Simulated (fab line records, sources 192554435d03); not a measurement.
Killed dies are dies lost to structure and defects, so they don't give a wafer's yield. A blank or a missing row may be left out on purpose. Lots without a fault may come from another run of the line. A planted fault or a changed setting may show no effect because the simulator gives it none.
Chamber matching | flow n5_finfet | N5_BEOL_M11_ILD_DEP_00 on pecvd-03: 3 sister chambers
The step deposits SiCOH lowk from DEMS/porogen, target thk 308.51 nm, time 58 s. 24 wafers are shown with their chamber, then 12 later ones without.

WAFERS WITH THEIR CHAMBER
wafer  | chamber | heater_power_w (W) | throttle_valve_pct (%) | heater_power_outer_w (W)
L076.2 | 0       | 192                | 14.1                   | 71
L076.5 | 0       | 197                | 14.3                   | 77
L076.6 | 2       | 371                | 13.4                   | 180
L075.1 | 2       | 320                | 13.3                   | 140
L075.4 | 0       | 192                | 14.0                   | 74
L075.5 | 2       | 338                | 13.2                   | 146
L077.2 | 0       | 218                | 14.1                   | 98
L077.3 | 2       | 358                | 13.5                   | 175
L077.6 | 1       | 243                | 14.7                   | 119
L083.1 | 0       | 227                | 14.2                   | 98
L083.2 | 1       | 253                | 14.6                   | 121
L083.5 | 2       | 386                | 13.4                   | 186
L085.2 | 0       | 219                | 14.2                   | 91
L085.3 | 2       | 343                | 13.7                   | 149
L085.6 | 0       | 223                | 14.2                   | 94
L089.1 | 1       | 256                | 14.6                   | 130
L089.2 | 0       | 193                | 14.3                   | 75
L089.5 | 0       | 203                | 13.9                   | 79
L091.3 | 2       | 358                | 13.7                   | 168
L091.4 | 2       | 354                | 13.6                   | 175
L091.6 | 1       | 252                | 14.5                   | 126
L088.1 | 2       | 344                | 13.4                   | 154
L088.5 | 2       | 352                | 13.7                   | 160
L088.6 | 1       | 265                | 14.6                   | 128

SIGNATURES (means of the wafers above)
reading              | chamber 0 | chamber 1 | chamber 2 | scatter within a chamber
heater_power_w       | 207.11    | 253.80    | 352.40    | 15.3
throttle_valve_pct   | 14.144    | 14.600    | 13.490    | 0.147
heater_power_outer_w | 84.11     | 124.80    | 163.30    | 12.5
Rule: a wafer's distance from a chamber is the root of the sum, over the readings, of the square of ((its reading less the chamber's mean) divided by the reading's scatter). The wafer belongs to the nearest chamber; if the next one is less than 2 further off, it can't be placed. The scatter: the root of (the sum of the squares of (reading less its chamber's mean) over the shown wafers, divided by (wafers less chambers)).

WAFERS WITHOUT THEIR CHAMBER
wafer  | heater_power_w (W) | throttle_valve_pct (%) | heater_power_outer_w (W)
L092.3 | 208                | 14.0                   | 83
L092.5 | 337                | 13.6                   | 151
L092.6 | 268                | 14.5                   | 134
L093.1 | 189                | 14.2                   | 68
L093.3 | 261                | 14.5                   | 127
L093.6 | 192                | 14.1                   | 71
L094.1 | 360                | 13.5                   | 168
L094.3 | 227                | 14.1                   | 99
L094.4 | 210                | 14.5                   | 83
L096.1 | 203                | 14.1                   | 85
L096.5 | 265                | 14.6                   | 129
L096.6 | 217                | 14.3                   | 93

WHICH CHAMBER EACH WENT THROUGH
wafer  | from the rows above | in truth
L092.3 | 0                   | 0
L092.5 | 2                   | 2
L092.6 | 1                   | 1
L093.1 | 0                   | 0
L093.3 | 1                   | 1
L093.6 | 0                   | 0
L094.1 | 2                   | 2
L094.3 | 0                   | 0
L094.4 | 0                   | 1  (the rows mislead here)
L096.1 | 0                   | 0
L096.5 | 1                   | 1
L096.6 | 0                   | 0
Placed correctly: 11 of 12. Can't be placed from these rows: 0. Placed wrongly: 1.
